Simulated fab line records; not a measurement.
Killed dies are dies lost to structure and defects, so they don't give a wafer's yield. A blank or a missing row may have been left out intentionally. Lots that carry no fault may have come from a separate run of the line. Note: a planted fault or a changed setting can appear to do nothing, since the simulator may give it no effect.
A struck lot beside a sound one | flow n5_finfet | 41 steps out of a route of 1938
Sound: wafers L783.3, L783.4, L783.6. Struck: wafer L795.3. (L795.6 of the same lot was not struck and is left out.) The cause comes at the end.
At each step with rows: each side's tool, then ch and its chambers, then its first start. Under that, the readings that differ: sound wafers | struck wafers | difference of the means | sigmas: that difference in standard deviations of wafers without a fault.
alike: a reading whose means differ by less than 2 such deviations, as well as words and numbers matching on both sides. not compared: withheld readings; readings where some wafer has no value; bounds like >300 that might hide an equal value; numbers whose values overlap and for which the record gives no deviation.
The two part at a step that has a row with sigmas, a row that says differs or no value, or rows on one side only. Non-overlapping numbers with no deviation appear without sigmas and do not part them. A reading that every wafer of one side lacks parts them only if that side has two wafers or more.

first, 10 steps without rows for these wafers: N5_HKMG_FIN_CMP_23 (polishes, stops on SiNx, t overpolish 10 s, target thk 46.326 nm); N5_HKMG_FIN_CMP_94 (polishes, stops on SiNx, t overpolish 4.7 s, target thk 43.299 nm); N5_GATE_CUT_ETCHBACK_00 (etches W in SF6/Cl2); N5_GATE_CUT_ETCH_56 (etches TiN in Cl2/Ar, target depth 21.6 nm); N5_GATE_CUT_ETCHBACK_30 (etches TiN in Cl2/Ar, target depth 3 nm); N5_GATE_CUT_VAPOR_ETCH_60 (etches HfO2 in BCl3/Cl2); N5_GATE_CUT_ETCH_58 (etches SiNx in CH3F/O2, target depth 17 nm, time 128.6 s); N5_GATE_CUT_STRIP_59 (strips in N2/H2, time 20 s); N5_GATE_CUT_PRECLEAN_31 (cleans in DIW, time 300 s); N5_GATE_CUT_SRD_32 (time 30 s).
N5_GATE_CUT_SAC_CAP_01: material SiNx, target thk 24 nm, pulse time 1 s, ald cycles 480.
  sound on ald_sin-01 ch 1,3, day 5 16:30; struck on ald_sin-01 ch 0, day 8 22:56
  reading                                       | sound          | struck | difference | sigmas
  ald_cycles                                    | 480 480 480    | 742    | +262       |
  model.SiNx_of_GATE_CUT_SAC_CAP_01.thk_nm (nm) | 24.2 23.8 23.8 | 37.2   | +13.3      |
  alike: heater_power_w, precursor_pulse_height_rel, susceptor_temp_C
then, 21 steps without rows for these wafers: N5_GATE_CUT_PECVD_57 (deposits SiNx from SiH4/NH3/N2, target thk 21 nm); N5_GATE_CUT_CMP_02 (polishes, stops on SiO2, t overpolish 12.7 s, target thk 0 nm); N5_GATE_CUT_HM_DEP_46 (deposits SiO2 from TEOS/O2, target thk 130 nm, time 26.6 s); N5_GATE_CUT_COAT_34 (time 60 s, resist thk 60 nm); N5_GATE_CUT_COAT_35 (time 60 s, resist thk 10 nm); N5_GATE_CUT_COAT_27 (time 60 s, resist thk 10 nm); N5_GATE_CUT_COAT_07 (resist thk 30 nm); N5_GATE_CUT_EBR_09; N5_GATE_CUT_SOFTBAKE_08 (time 60 s); N5_GATE_CUT_EXPOSE_10 (exposes mask GATE CUT, target cd 20 nm); N5_GATE_CUT_PEB_11 (peb time 60 s); N5_GATE_CUT_DEVELOP_12 (develop time 30 s); N5_GATE_CUT_DESCUM_18 (chemistry O2, time 7 s); N5_GATE_CUT_ETCH_28 (etches underlayer in N2/H2, target depth 13 nm, time 10.4 s); N5_GATE_CUT_ETCH_36 (etches SiARC in CF4, target depth 13 nm, time 21.7 s); N5_GATE_CUT_ETCH_37 (etches SOC in N2/H2, target depth 60 nm, overetch 12 nm, time 90 s); N5_GATE_CUT_STRIP_38 (strips in N2/H2); N5_GATE_CUT_STRIP_39 (strips in N2/H2); N5_GATE_CUT_HM_OPEN_40 (chemistry C4F6/O2, target SiO2, target depth 139 nm, time 85.1 s); N5_GATE_CUT_STRIP_41 (strips in CF4); N5_GATE_CUT_STRIP_42 (strips in O2).
N5_GATE_CUT_ETCH_19: etches SiNx in CH3F/O2, target depth 53.7 nm, time 76.7 s.
  sound on rie_diel-01 ch 0,1,2, day 5 20:01; struck on rie_diel-03 ch 0, day 9 02:23
  reading               | sound          | struck | difference | sigmas
  etch_rf_on_time_s (s) | 75.6 77.9 74.2 | 61.7   | -14.2      | -9
  alike: CH3F_flow_sccm, drypump_motor_current_A, oes_product_au, rf_vpp_V, showerhead_plenum_p_Torr, throttle_valve_pct
  not compared: rf_hours_counter_h
then, 3 steps without rows for these wafers: N5_GATE_CUT_CUT_ETCH_53 (etches W in SF6/Cl2, target depth 79.2 nm); N5_GATE_CUT_CUT_ETCH_54 (etches TiN in Cl2/BCl3, target depth 96.7 nm); N5_GATE_CUT_CUT_ETCH_55 (etches HfO2 in BCl3, target depth 3.2 nm).
N5_MOL_CONTACT_COAG_CMP_28: polishes, stops on SiNx, t overpolish 0.85 s, target thk 14.522 nm.
  sound on cmp-03 ch 0,1,2, day 6 08:55; struck on cmp-04 ch 1, day 9 14:40
  reading                                       | sound        | struck | difference | sigmas
  model.SiNx_of_GATE_CUT_SAC_CAP_01.thk_nm (nm) | 18 17.8 17.8 | 27.8   | +9.9       |
  alike: motor_current_A, time_to_endpoint_s
N5_MOL_CONTACT_COAG_THK_MEAS_29:
  struck on film_metro-02, day 9 14:55; sound on film_metro-01, day 6 09:13
  reading         | sound             | struck | difference | sigmas
  MD_CAP_THK (nm) | 18.04 17.78 17.72 | 27.81  | +9.96      | +91
N5_MOL_CONTACT_COAG_ETCH_47: etches SiNx in CH3F/O2, stops on W, target depth 27 nm.
  sound on rie_diel-05 ch 1,2, day 6 11:08; struck on rie_diel-02 ch 3, day 9 18:23
  reading                                      | sound             | struck | difference | sigmas
  etch_rf_on_time_s (s)                        | 32.5 31.5 31.5    | 49.3   | +17.5      | +25
  model.etch.t_clear_s (s)                     | 27.11 26.22 26.23 | 41.07  | +14.55     |
  model.MOL_CONTACT_COAG.feature_depth_nm (nm) | 18.6 18.4 18.4    | 28.6   | +10.1      |
  model.etch.depth_nm (nm)                     | 18.02 17.8 17.74  | 27.78  | +9.93      |
  alike: CH3F_flow_sccm, drypump_motor_current_A, oes_product_au, rf_vpp_V, showerhead_plenum_p_Torr, throttle_valve_pct
  not compared: rf_hours_counter_h
-- the record jumps here: 3 days lie between the struck wafers' starts before and after (it left off in module MOL_CONTACT_COAG and takes up again in module BEOL_M4, whose first step shown is number 1111 of the route) --
N5_BEOL_M4_RC_MEAS_101:
  sound on prober-02 ch 0, day 9 14:00; struck on prober-02 ch 0, day 12 18:46
  reading   | sound          | struck | difference | sigmas
  VT_P (mV) | -260 -257 -259 | -251   | +8         | +2
  alike: DIBL_N, DIBL_P, IOFF_N, IOFF_P, ION_N, ION_P, SS_N, SS_P, VT_N
after that, 1 step had no rows for these wafers: N5_PASSIVATION_PROBE_49.

## WHERE THEY PART
At N5_GATE_CUT_ETCH_19 first; at N5_BEOL_M4_RC_MEAS_101 last (within this record only).

WHY: what the simulator had put in
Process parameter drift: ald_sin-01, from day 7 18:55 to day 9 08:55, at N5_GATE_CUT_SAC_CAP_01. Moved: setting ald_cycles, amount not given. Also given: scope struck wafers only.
